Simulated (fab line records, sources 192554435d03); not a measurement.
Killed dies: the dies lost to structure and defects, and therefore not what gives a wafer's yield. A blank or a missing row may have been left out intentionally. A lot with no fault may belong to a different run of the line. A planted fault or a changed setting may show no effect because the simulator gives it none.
Lot-split experiment -- flow n5_finfet -- route with 1938 steps; 7 lots, 39 wafers read

## THE SPLIT ITSELF
At N5_BEOL_M12_SPUTTER_44 (material Ta, target thk 10 nm, time 16.13 s), the setting time_s was moved away from the recipe's 16.13 s on 12 of the 39 wafers read, by -46.2% to +36.8%. For the rest of the wafers, this setting stayed at what the recipe calls for.

The reading is taken at the split's own step.

## THE READING
Ta_of_BEOL_M12_SPUTTER_44.thk_nm (the simulator's own value, which no gauge read), in nm, at N5_BEOL_M12_SPUTTER_44 (material Ta, target thk 10 nm, time 16.13 s). The file does not state a usual value for it. Across the 27 wafers here that went through the recipe, the average is 9.9 nm and the standard deviation 0.24 nm.

wafer,"tool, chamber at the split","time_s as run, s",against the recipe,"Ta_of_BEOL_M12_SPUTTER_44.thk_nm, nm",against lot-mates on the recipe
L076.1,"pvd_sputter-02, -",16.13,recipe,10.4,-
L076.2,"pvd_sputter-02, -",18.63,+15.5%,11.8,+1.7
L076.5,"pvd_sputter-02, -",18.63,+15.5%,11.8,+1.7
L076.3,"pvd_sputter-02, -",16.13,recipe,10,-
L076.6,"pvd_sputter-02, -",16.13,recipe,10,-
L076.4,"pvd_sputter-02, -",18.63,+15.5%,11.4,+1.3
L081.1,"pvd_sputter-01, -",16.13,recipe,9.8,-
L081.4,"pvd_sputter-01, -",16.13,recipe,9.8,-
L081.2,"pvd_sputter-01, -",9.57,-40.7%,5.8,-3.9
L081.5,"pvd_sputter-01, -",9.57,-40.7%,5.8,-3.9
L081.3,"pvd_sputter-01, -",9.57,-40.7%,5.6,-4.1
L081.6,"pvd_sputter-01, -",16.13,recipe,9.6,-
L082.3,"pvd_sputter-02, -",16.13,recipe,9.6,-
L082.4,"pvd_sputter-02, -",16.13,recipe,9.6,-
L082.5,"pvd_sputter-02, -",16.13,recipe,9.6,-
L083.1,"pvd_sputter-01, -",22.07,+36.8%,13.6,+3.7
L083.3,"pvd_sputter-01, -",22.07,+36.8%,13.6,+3.7
L083.6,"pvd_sputter-01, -",22.07,+36.8%,13.6,+3.7
L083.2,"pvd_sputter-01, -",16.13,recipe,9.8,-
L083.5,"pvd_sputter-01, -",16.13,recipe,9.8,-
L083.4,"pvd_sputter-01, -",16.13,recipe,10,-
L084.1,"pvd_sputter-02, -",8.671,-46.2%,5.2,-4.8
L084.5,"pvd_sputter-02, -",8.671,-46.2%,5.2,-4.8
L084.2,"pvd_sputter-02, -",16.13,recipe,10.2,-
L084.3,"pvd_sputter-02, -",16.13,recipe,10,-
L084.4,"pvd_sputter-02, -",8.671,-46.2%,5,-5.0
L084.6,"pvd_sputter-02, -",16.13,recipe,9.8,-
L091.1,"pvd_sputter-02, -",16.13,recipe,10,-
L091.4,"pvd_sputter-02, -",16.13,recipe,10,-
L091.6,"pvd_sputter-02, -",16.13,recipe,10,-
L091.2,"pvd_sputter-02, -",16.13,recipe,9.8,-
L091.3,"pvd_sputter-02, -",16.13,recipe,9.8,-
L091.5,"pvd_sputter-02, -",16.13,recipe,9.6,-
L090.1,"pvd_sputter-03, -",16.13,recipe,10,-
L090.5,"pvd_sputter-03, -",16.13,recipe,10,-
L090.2,"pvd_sputter-03, -",16.13,recipe,9.8,-
L090.3,"pvd_sputter-03, -",16.13,recipe,10.2,-
L090.4,"pvd_sputter-03, -",16.13,recipe,10.4,-
L090.6,"pvd_sputter-03, -",16.13,recipe,10.4,-

THE FIT
A straight line over all 39 wafers: Ta_of_BEOL_M12_SPUTTER_44.thk_nm changes by +0.103 nm for each +1% of time_s; r = +0.99; the points scatter about the line by 0.22 nm.
The same after taking each lot's own level away (the mean of its wafers on the recipe; 39 wafers): +0.102 nm for each +1%; r = +1.00; scatter 0.16 nm.
According to that fit, moving time_s by its largest amount changes the reading by 4.7 nm.
From 9.60 to 10.13 nm: that is the span of the lots' own levels, equal to 2.2 times the standard deviation above.
The two slopes agree, so the slope changes little with the lot-to-lot level.
Check: -4.7 nm against its lot-mates is what the line predicts for one of the wafers moved furthest among these (-46.2%) when that wafer is left out of the fit. It came out at -4.8 nm against them.

## FURTHER SPLITS ON THESE WAFERS
Note: prior to the reading, these wafers also went through further splits. Each is held against what the fit with the lots' levels taken away leaves over:
other split on the same wafers,wafers away from the commonest value,r with Ta_of_BEOL_M12_SPUTTER_44.thk_nm (lot level and that fit taken away)
N5_BEOL_M3_ETCH_64 time_s,18,-0.09
N5_BEOL_M6_ILD_DEP_00 time_s,18,+0.15
N5_BEOL_M8_ETCH_62 time_s,9,+0.04
N5_BEOL_M9_ETCH_62 time_s,12,+0.11

## THE FILE'S OWN FIT
Ta_of_BEOL_M12_SPUTTER_44.thk_nm changes by +0.102 nm for each +1% of time_s, r = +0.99.
